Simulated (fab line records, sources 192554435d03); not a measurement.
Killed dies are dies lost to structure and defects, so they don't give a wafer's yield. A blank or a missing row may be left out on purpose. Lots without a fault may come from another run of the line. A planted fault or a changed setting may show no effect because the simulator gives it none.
fab line records | flow n5_finfet
record lots=15 wafers=45 last_day=18
route steps=1938 shown GATE_CUT@510 MOL_CONTACT_COAG@524
lots that met no fault: from a run of the same line without faults
start_h: hours from the record's first day to the start of the lot's first wafer shown | wait_h: hours since the lot's step before | " the same as in the row above | L1.1+2: a row that stands for several wafers | - no value, or no start given | * or withheld: withheld | < > ~ a bound
route shown NAME@n: a module of which the file shows steps, and the number in the route of the first | usual: mean/standard deviation of fault-free wafers | same: alike in all rows | chamber/n: place in a boat | sites: the reading at each site | _std_site: their standard deviation | _edge_site: outer sites' mean less inner sites' | radius_mm: how far each site lies from the wafer's centre | mask NAME#n: copy n | behind: the tool/chamber that last shaped the wafer | hold: why the lot was held/for how many hours/how that ended | device: the transistor (n, p or np) that didn't switch | end of line: the same wafers' tests at the end of the route | a step without rows: its recipe alone | killed: dies lost to structure and defects at the first sort, not the wafer's yield | map: a wafer's dies, x killed, . not, _ none there
set.NAME: the setting as run; set.NAME@STEP: as run at that earlier step | model.NAME: the simulator's own value behind a step, which no gauge read
steps of the route over a sample of lots; a table a step, a row a wafer
services: from which hour (start_h, from the record's first day; less than 0 if before it) a tool's chamber was out of use, for how many hours, and why
## steps
# step N5_GATE_CUT_ALD_22
# recipe material=SiNx target_thk_a=160 temp_c=400 ald_precursor_family=SiH2I2 ald_co_reactant=N2/H2-plasma pulse_time_s=1 ald_cycles=320 purge_time_s=2 co_reactant_purge_time_s=2 pressure_torr=2
# usual heater_power_w=822/71 precursor_pulse_height_rel=0.998/0.02
# same ald_cycles=320 pulse_time_s=1
# columns lot.wafer tool chamber start_h wait_h heater_power_w precursor_pulse_height_rel
L534.2 ald_sin-03 3 88.42 1.9 776 0.971
L534.3 " 2 " " 771 0.994
L534.4 " 0 " " 975 1.003
L535.2 ald_sin-03 3 95.77 2.0 763 1.029
L535.4 " 1 " " 834 1.018
L535.5 " 1 " " 839 0.986
L536.1 ald_sin-04 2 101.48 0.4 906 1.000
L536.3 " 3 " " 819 1.043
L536.4 " 1 " " 826 1.028
L537.1 ald_sin-02 0 103.95 0.0 811 1.026
L537.4 " 3 " " 881 0.973
L537.6 " 1 " " 794 0.969
L538.1 ald_sin-04 3 108.26 0.0 824 0.977
L538.3 " 1 " " 820 0.996
L538.6 " 2 " " 897 1.007
L539.1 ald_sin-04 1 117.24 0.7 827 0.987
L539.3 " 0 " " 686 1.016
L539.5 " 1 " " 842 1.019
L540.1 ald_sin-03 0 120.94 0.0 939 0.991
L540.2 " 2 " " 762 1.001
L540.4 " 1 " " 834 0.995
L542.1 ald_sin-04 3 137.43 0.3 839 1.014
L542.2 " 2 " " 922 1.011
L542.6 " 3 " " 802 1.018
L543.1 ald_sin-04 1 145.08 0.0 829 1.010
L543.2 " 2 " " 894 0.997
L543.4 " 0 " " 676 1.005
L547.2 ald_sin-02 1 164.73 0.0 792 0.992
L547.4 " 0 " " 783 1.012
L547.6 " 2 " " 886 0.990
L550.1 ald_sin-03 3 179.76 0.0 770 0.995
L550.3 " 1 " " 856 1.034
L550.5 " 3 " " 753 0.961
L551.2 ald_sin-03 2 187.44 0.0 753 0.985
L551.3 " 0 " " 962 0.976
L551.4 " 3 " " 806 0.984
L552.1 ald_sin-03 0 195.00 0.0 932 0.938
L552.2 " 3 " " 780 0.994
L552.5 " 1 " " 859 1.028
L556.1 ald_sin-03 0 218.98 0.2 947 0.938
L556.2 " 2 " " 766 0.990
L556.3 " 3 " " 790 1.015
L557.1 ald_sin-02 0 222.47 0.0 798 0.987
L557.4 " 2 " " 908 1.063
L557.5 " 1 " " 811 0.992
# step N5_GATE_CUT_CMP_61
# recipe stop_on=SiNx t_overpolish_s=3 post_cmp_clean=alkaline_brush down_force_psi=4 platen_rpm=27.09 pad_velocity_m_s=0.539
# usual motor_current_A=11.9/1 platen_rpm=27.091/0.019 retaining_ring_pressure_frac=1.000/0.0051 slurry_flow_ml_min=150.0/0.49
# columns lot.wafer tool chamber start_h wait_h motor_current_A platen_rpm retaining_ring_pressure_frac slurry_flow_ml_min
L534.2 cmp-02 0 90.71 0.4 9.7 27.093 1.001 150.1
L534.4 " 1 " " 11.1 27.105 0.999 150.2
L534.3 " 3 " " 12.3 27.083 0.995 150.1
L535.2 cmp-02 1 98.06 0.4 10.5 27.099 0.993 149.7
L535.4 " 3 " " 13.3 27.091 0.996 149.3
L535.5 " 2 " " 12.1 27.103 1.003 149.8
L536.3 cmp-01 2 103.80 0.3 11.4 27.067 0.996 150.4
L536.1 " 3 " " 13.2 27.099 0.992 150.6
L536.4 " 0 " " 10.6 27.093 0.997 150.6
L537.4 cmp-03 1 106.27 0.3 14.1 27.081 1.000 149.9
L537.1 " 2 " " 12.2 27.075 1.002 149.2
L537.6 " 0 " " 11.0 27.128 1.007 150.7
L538.3 cmp-01 1 110.61 0.3 11.6 27.101 1.001 150.2
L538.1 " 2 " " 11.3 27.126 0.995 149.2
L538.6 " 0 " " 11.3 27.082 1.001 149.7
L539.3 cmp-03 3 119.56 0.3 12.4 27.095 1.004 150.5
L539.1 " 0 " " 10.0 27.098 1.008 150.5
L539.5 " 2 " " 12.9 27.103 1.002 150.2
L540.1 cmp-02 1 123.27 0.3 10.4 27.075 1.002 150.5
L540.4 " 2 " " 12.0 27.102 0.998 149.4
L540.2 " 3 " " 13.3 27.099 1.009 150.3
L542.1 cmp-03 3 139.80 0.3 12.3 27.096 1.001 149.3
L542.2 " 0 " " 11.3 27.120 1.005 150.4
L542.6 " 1 " " 13.5 27.091 0.997 149.5
L543.1 cmp-03 2 147.37 0.4 12.2 27.064 0.996 150.0
L543.4 " 3 " " 12.4 27.068 0.999 150.0
L543.2 " 0 " " 10.8 27.109 0.998 150.9
L547.4 cmp-01 1 167.05 0.3 11.4 27.111 0.994 149.2
L547.2 " 2 " " 11.4 27.064 1.005 150.5
L547.6 " 1 " " 11.2 27.083 0.999 149.7
L550.1 cmp-03 0 182.05 0.4 10.3 27.101 0.994 150.5
L550.3 " 2 " " 12.7 27.109 1.004 149.5
L550.5 " 1 " " 13.5 27.015 0.999 150.8
L551.3 cmp-02 2 189.76 0.3 12.1 27.095 0.998 149.3
L551.4 " 3 " " 12.7 27.085 0.998 149.7
L551.2 " 0 " " 10.5 27.076 1.005 149.4
L552.2 cmp-01 2 197.29 0.4 11.5 27.083 0.992 150.1
L552.1 " 0 " " 10.9 27.087 1.008 150.0
L552.5 " 2 " " 11.5 27.100 0.990 150.3
L556.3 cmp-01 3 221.27 0.4 12.8 27.102 0.996 150.7
L556.1 " 0 " " 11.4 27.066 0.999 149.2
L556.2 " 2 " " 10.9 27.088 0.996 150.2
L557.4 cmp-03 1 224.76 0.4 13.4 27.105 0.997 150.4
L557.1 " 3 " " 13.1 27.090 0.998 150.3
L557.5 " 1 " " 12.4 27.082 0.995 149.8
# step N5_MOL_CONTACT_COAG_PEB_06
# recipe peb_temp_c=100 peb_time_s=60 resist=CAR-EUV
# usual chill_plate_temp_C=22.99/0.11 exhaust_pa=45.1/0.89 heater_power_total_W=154.0/1 resist_line_temp_C=23.00/0.1
# columns lot.wafer tool chamber start_h wait_h chill_plate_temp_C exhaust_pa heater_power_total_W resist_line_temp_C
L534.2 litho_track-04 0 91.30 0.0 23.16 46.1 154.6 22.84
L534.3 " 0 " " 23.09 45.4 154.4 23.02
L534.4 " 0 " " 22.95 45.6 155.1 23.03
L535.2 litho_track-05 0 98.65 0.0 23.08 45.3 152.5 23.09
L535.4 " 0 " " 23.08 44.9 152.8 23.09
L535.5 " 0 " " 23.22 44.9 155.1 23.13
L536.1 litho_track-02 0 104.36 0.1 22.83 46.4 152.5 23.01
L536.3 " 0 " " 22.99 46.8 154.4 23.06
L536.4 " 0 " " 23.01 46.1 155.3 23.15
L537.1 litho_track-02 0 106.70 0.1 22.89 44.6 155.4 23.04
L537.4 " 0 " " 23.02 44.9 155.3 22.97
L537.6 " 0 " " 22.93 45.0 152.9 22.84
L538.1 litho_track-02 0 111.04 0.1 22.87 44.9 153.6 22.99
L538.3 " 0 " " 22.91 43.0 152.3 23.09
L538.6 " 0 " " 22.99 43.0 152.6 23.09
L539.1 litho_track-05 0 119.99 0.1 22.88 45.3 153.8 22.94
L539.3 " 0 " " 22.82 44.4 154.5 22.81
L539.5 " 0 " " 22.68 44.5 153.8 22.85
L540.1 litho_track-02 0 123.82 0.1 23.03 45.3 153.2 23.08
L540.2 " 0 " " 22.96 43.8 155.0 23.05
L540.4 " 0 " " 22.83 45.1 154.6 23.09
L542.1 litho_track-04 0 140.20 0.1 22.95 45.3 152.8 22.82
L542.2 " 0 " " 23.24 44.2 154.8 22.83
L542.6 " 0 " " 23.14 45.4 154.2 22.94
L543.1 litho_track-02 0 147.96 0.1 23.06 45.1 152.5 23.08
L543.2 " 0 " " 23.19 45.7 155.4 23.12
L543.4 " 0 " " 23.27 44.9 154.5 22.99
L547.2 litho_track-05 0 167.61 0.0 23.08 45.8 155.5 22.89
L547.4 " 0 " " 22.98 46.5 152.7 22.85
L547.6 " 0 " " 23.04 45.0 153.7 23.04
L550.1 litho_track-02 - 182.52 0.1 - - - -
L550.3 " - " " - - - -
L550.5 " - " " - - - -
L551.2 litho_track-02 - 190.32 0.0 - - - -
L551.3 " - " " - - - -
L551.4 " - " " - - - -
L552.1 litho_track-05 - 197.76 0.1 - - - -
L552.2 " - " " - - - -
L552.5 " - " " - - - -
L556.1 litho_track-02 0 221.76 0.1 23.07 45.9 152.9 23.03
L556.2 " 0 " " 22.96 45.9 152.8 23.07
L556.3 " 0 " " 23.08 45.3 154.7 22.91
L557.1 litho_track-02 0 225.35 0.1 22.88 44.4 153.4 22.92
L557.4 " 0 " " 22.82 44.7 154.1 22.92
L557.5 " 0 " " 22.88 45.3 154.7 22.94
# step N5_MOL_CONTACT_COAG_ETCH_59
# recipe chemistry=N2/H2 target=underlayer target_depth_a=130 mask_material=CAR-EUV time_s=10.4 ion_energy_ev=200 pressure_mtorr=30 source_w=840 bias_w=150 n2_flow_sccm=200 h2_flow_sccm=200 ends=cleared
# usual drypump_motor_current_A=5.6/0.49 etch_rf_on_time_s=10.34/0.19 oes_product_au=0.65/0.052 rf_vpp_V=524.6/2.3 showerhead_plenum_p_Torr=2.57/0.076 throttle_valve_pct=17.79/0.19
# columns lot.wafer tool chamber start_h wait_h drypump_motor_current_A etch_rf_on_time_s oes_product_au rf_hours_counter_h rf_vpp_V showerhead_plenum_p_Torr throttle_valve_pct
L534.2 rie_diel-03 3 91.53 0.0 5.9 10.59 0.58 220 526.0 2.62 17.88
L534.3 " 0 " " 5.3 10.49 0.71 74 527.3 2.67 17.44
L534.4 " 1 " " 5.4 10.90 0.66 110 523.1 2.57 17.63
L535.2 rie_diel-04 3 98.87 0.0 5.9 10.30 0.64 179 526.6 2.62 17.73
L535.4 " 2 " " 6.1 10.16 0.62 209 524.2 2.52 17.63
L535.5 " 2 " " 6.1 10.19 0.62 - 523.9 2.52 17.61
L536.1 rie_diel-04 1 104.84 0.0 6.0 10.16 0.77 18 525.4 2.61 17.87
L536.3 " 2 " " 6.1 10.14 0.62 212 523.0 2.51 17.62
L536.4 " 0 " " 6.1 10.46 0.66 143 522.9 2.54 18.04
L537.1 rie_diel-04 3 106.94 0.0 5.9 10.34 0.64 182 527.2 2.62 17.73
L537.4 " 1 " " 6.0 10.27 0.76 18 524.7 2.61 17.88
L537.6 " 2 " " 6.1 10.22 0.61 - 521.7 2.51 17.62
L538.1 rie_diel-04 1 111.45 0.0 6.0 10.19 0.76 20 526.1 2.60 17.88
L538.3 " 0 " " 6.1 10.59 0.65 146 524.6 2.54 18.04
L538.6 " 1 " " 6.0 10.30 0.76 - 525.0 2.60 17.87
L539.1 rie_diel-01 1 120.22 0.0 5.0 10.02 0.62 215 525.6 2.63 17.88
L539.3 " 2 " " 4.8 10.26 0.63 158 520.9 2.44 17.99
L539.5 " 1 " " 5.1 10.16 0.62 - 526.2 2.63 17.88
L540.1 rie_diel-03 2 124.05 0.0 5.2 10.24 0.68 148 523.5 2.53 17.56
L540.2 " 1 " " 5.4 10.68 0.66 121 525.1 2.57 17.65
L540.4 " 3 " " 5.9 10.37 0.58 231 526.9 2.62 17.90
L542.1 rie_diel-03 2 140.43 0.0 5.2 10.33 0.66 155 524.3 2.53 17.57
L542.2 " 0 " " 5.4 10.42 0.70 92 527.6 2.67 17.45
L542.6 " 1 " " 5.4 10.83 0.65 - 524.1 2.56 17.66
L543.1 rie_diel-01 2 148.18 0.0 4.8 10.34 0.62 166 520.1 2.44 18.01
L543.2 " 1 " " 5.1 9.98 0.61 226 525.9 2.63 17.88
L543.4 " 0 " " 5.8 10.45 0.64 148 523.1 2.54 17.71
L547.2 rie_diel-03 3 167.84 0.0 5.9 10.54 0.58 246 525.6 2.61 17.91
L547.4 " 0 " " 5.3 10.59 0.68 100 527.4 2.66 17.49
L547.6 " 1 " " 5.4 10.71 0.65 - 524.3 2.56 17.68
L550.1 rie_diel-01 2 182.74 0.0 4.8 10.21 0.62 180 521.2 2.44 18.04
L550.3 " 1 " " 5.0 10.10 0.61 241 524.4 2.62 17.93
L550.5 " 1 " " 5.1 9.95 0.60 - 526.4 2.62 17.91
L551.2 rie_diel-01 2 190.54 0.0 4.8 10.34 0.62 181 520.2 2.44 18.04
L551.3 " 0 " " 5.8 10.50 0.64 163 524.0 2.53 17.72
L551.4 " 3 " " 6.2 10.06 0.73 46 527.8 2.68 17.53
L552.1 rie_diel-04 2 197.98 0.0 6.1 10.34 0.59 246 522.3 2.50 17.69
L552.2 " 0 " " 6.1 10.64 0.63 177 524.2 2.53 18.09
L552.5 " 2 " " 6.1 10.31 0.60 - 522.5 2.50 17.66
L556.1 rie_diel-01 2 221.99 0.0 4.8 10.23 0.62 195 519.7 2.43 18.07
L556.2 " 1 " " 5.1 10.10 0.60 256 526.4 2.61 17.96
L556.3 " 0 " " 5.8 10.45 0.63 177 522.6 2.52 17.75
L557.1 rie_diel-01 0 225.57 0.0 5.8 10.43 0.63 179 523.9 2.52 17.75
L557.4 " 0 " " 5.8 10.51 0.63 - 524.0 2.52 17.75
L557.5 " 2 " " 4.8 10.32 0.61 - 521.5 2.43 18.05
## services
# columns tool chamber start_h hours kind
cmp-03 - 66.01 - consumable_replace:conditioner
cmp-03 - 66.01 - consumable_replace:pad
cmp-01 - 67.72 4.9 pm
ald_sin-02 1 70.63 4.4 repair
ald_sin-03 0 72.19 9.3 repair
ald_sin-02 - 79.26 2.8 pm
ald_sin-04 - 85.25 14.0 pm
ald_sin-04 0 85.25 14.0 vent_cycle
ald_sin-04 1 85.25 14.5 vent_cycle
ald_sin-02 - 88.47 8.4 repair
cmp-02 - 98.90 5.3 pm
rie_diel-01 0 112.49 8.4 repair
cmp-01 - 122.54 4.0 pm
cmp-03 - 134.93 0.7 repair
rie_diel-03 - 150.21 4.3 pm
ald_sin-04 2 153.16 4.9 repair
rie_diel-04 1 161.52 5.3 repair
ald_sin-04 2 164.78 9.2 repair
ald_sin-02 - 177.10 14.0 pm
rie_diel-01 3 191.98 14.3 repair
ald_sin-02 2 202.32 6.5 repair
ald_sin-04 - 210.03 6.0 pm
rie_diel-03 - 211.67 1.7 repair
cmp-03 - 218.25 0.6 repair
## key
first_sign step=N5_MOL_CONTACT_COAG_PEB_06 reading=tool_record direction=missing
effect none on later readings
met_at N5_MOL_CONTACT_COAG_PEB_06
struck_lots L550,L551,L552
later_rows_left_out L550.1,L550.3,L550.5,L551.2,L551.3,L551.4,L552.1,L552.2,L552.5
sort_left_out L550.1,L550.3,L550.5,L551.2,L551.3,L551.4,L552.1,L552.2,L552.5
not_acting_at N5_GATE_CUT_ALD_22,N5_GATE_CUT_CMP_61,N5_MOL_CONTACT_COAG_ETCH_59
onset_between 167.61 182.52
fault kind=skipped_step_whole tool=litho_track-02,litho_track-05 chamber=- onset_h=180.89 steps=N5_MOL_CONTACT_COAG_PEB_06 scope=struck_lots_only
# sort_left_out: the simulated sort isn't trusted on such a fault, so these wafers' sort isn't shown, and their yield isn't known
# later_rows_left_out: the simulator's readings of these wafers behind a module that went badly wrong aren't trusted and aren't shown, but for the sort
